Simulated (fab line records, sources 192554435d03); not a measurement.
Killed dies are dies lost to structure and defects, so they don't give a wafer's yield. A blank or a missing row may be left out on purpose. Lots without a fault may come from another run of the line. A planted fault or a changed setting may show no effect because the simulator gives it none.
One fault seen from 2 desks | flow n5_finfet | each desk has only its own numbers; what lay behind them comes last

THE METROLOGY DESK
What the gauges read, lot by lot, whatever tool the lot ran on: means of the sampled wafers that have a number. A lot is out of limits, marked OUT, if its mean lies more than 4 standard deviations from the usual mean; the brackets give that distance. Of its 25 readings 7 are shown: the one that was out of limits first, and those that lie furthest out on some lot.
Columns: A = cd_nm at N5_BEOL_M15_CD_MEAS_28, usual 407.8 nm; B = M15_THK at N5_BEOL_M15_THK_MEAS_50, usual 858 nm; C = M15_RS at N5_BEOL_M15_RS_MEAS_54, usual 0.02162 ohm/sq; D = COMB_M8 at N5_BEOL_M15_RC_MEAS_101, usual 2.7e-11 S/m; E = COMB_M9 at N5_BEOL_M15_RC_MEAS_101, usual 1.44e-11 S/m; F = SERP_M10 at N5_BEOL_M15_RC_MEAS_101, usual 3.10 ohm/um; G = SERP_M6 at N5_BEOL_M15_RC_MEAS_101, usual 13.9 ohm/um
lot  | first seen here | A     | B             | C                 | D       | E        | F    | G
L494 | day 13 06:26    | 405.8 | 850           | 0.02168           | 2.3e-11 | 1.31e-11 | 3.05 | 14.0
L497 | day 14 08:31    | 407.9 | 859           | 0.02169           | 2.6e-11 | 1.29e-11 | 2.95 | 13.5
L499 | day 14 15:45    | 408.1 | 870           | 0.02144           | 2.4e-11 | 1.49e-11 | 3.09 | 12.9
L501 | day 15 00:49    | 407.6 | 858           | 0.02163           | 3.2e-11 | 1.48e-11 | 3.07 | 13.8
L502 | day 15 05:14    | 409.0 | 865           | 0.02153           | 3.1e-11 | 1.28e-11 | 3.10 | 14.2
L506 | day 16 12:41    | 408.5 | 853           | 0.02177           | 2.2e-11 | 1.41e-11 | 3.13 | 13.7
L508 | day 16 16:54    | 407.5 | 858           | 0.02184           | 3.5e-11 | 1.29e-11 | 3.09 | 13.9
L513 | day 18 06:14    | 408.9 | 744 (-10) OUT | 0.02562 (+15) OUT | 2.6e-11 | 2.01e-11 | 3.09 | 14.6
This desk's finding: out of limits on L513; first on L513, day 18 12:37 (M15_THK at N5_BEOL_M15_THK_MEAS_50). In limits: L494, L497, L499, L501, L502, L506, L508.

THE TOOL OWNER'S DESK: rie_diel-03
The tool's own readings at N5_BEOL_M15_TRENCH_ETCH_34 (etches SiO2 in C4F8/O2/Ar, target depth 872.93 nm, time 199 s): means of the sampled wafers that have a number, for each lot that ran on this tool. A lot is out of limits, marked OUT, if its mean lies more than 4 standard deviations from the usual mean; the brackets give that distance.
Columns: A = chamber_pressure_mTorr at N5_BEOL_M15_TRENCH_ETCH_34, usual 19.999 mTorr; B = drypump_motor_current_A at N5_BEOL_M15_TRENCH_ETCH_34, usual 5.7 A; C = oes_product_au at N5_BEOL_M15_TRENCH_ETCH_34, usual 0.76 a.u.; D = rf_vpp_V at N5_BEOL_M15_TRENCH_ETCH_34, usual 2221 V; E = showerhead_plenum_p_Torr at N5_BEOL_M15_TRENCH_ETCH_34, usual 3.43 Torr; F = throttle_valve_pct at N5_BEOL_M15_TRENCH_ETCH_34, usual 31.04 %
lot  | first seen here | A      | B   | C    | D    | E    | F
L494 | day 13 06:36    | 20.000 | 5.7 | 0.72 | 2233 | 3.56 | 31.06
L497 | day 14 08:42    | 19.992 | 5.6 | 0.68 | 2226 | 3.37 | 31.06
L506 | day 16 12:52    | 20.009 | 5.7 | 0.71 | 2222 | 3.50 | 31.17
L508 | day 16 17:05    | 20.009 | 5.8 | 0.74 | 2220 | 3.51 | 31.13
L513 | day 18 06:55    | 19.998 | 5.8 | 0.71 | 2216 | 3.49 | 31.20
This desk's finding: nothing out of limits on any of the 5 lots.

PUT TOGETHER
The metrology desk could have raised an alarm at day 18 12:37, on L513.
The tool owner's desk saw nothing out of limits.
The tool owner's desk has L513 on record, within its limits.
Of the lots named, all ran N5_BEOL_M15_TRENCH_ETCH_34 on rie_diel-03.

WHAT THE SIMULATOR HAD PUT IN
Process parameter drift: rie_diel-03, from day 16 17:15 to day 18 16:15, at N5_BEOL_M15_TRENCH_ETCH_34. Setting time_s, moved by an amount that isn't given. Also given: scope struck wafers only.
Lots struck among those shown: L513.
Hours from the fault's start to each desk's first reading out of limits: the metrology desk, 43.
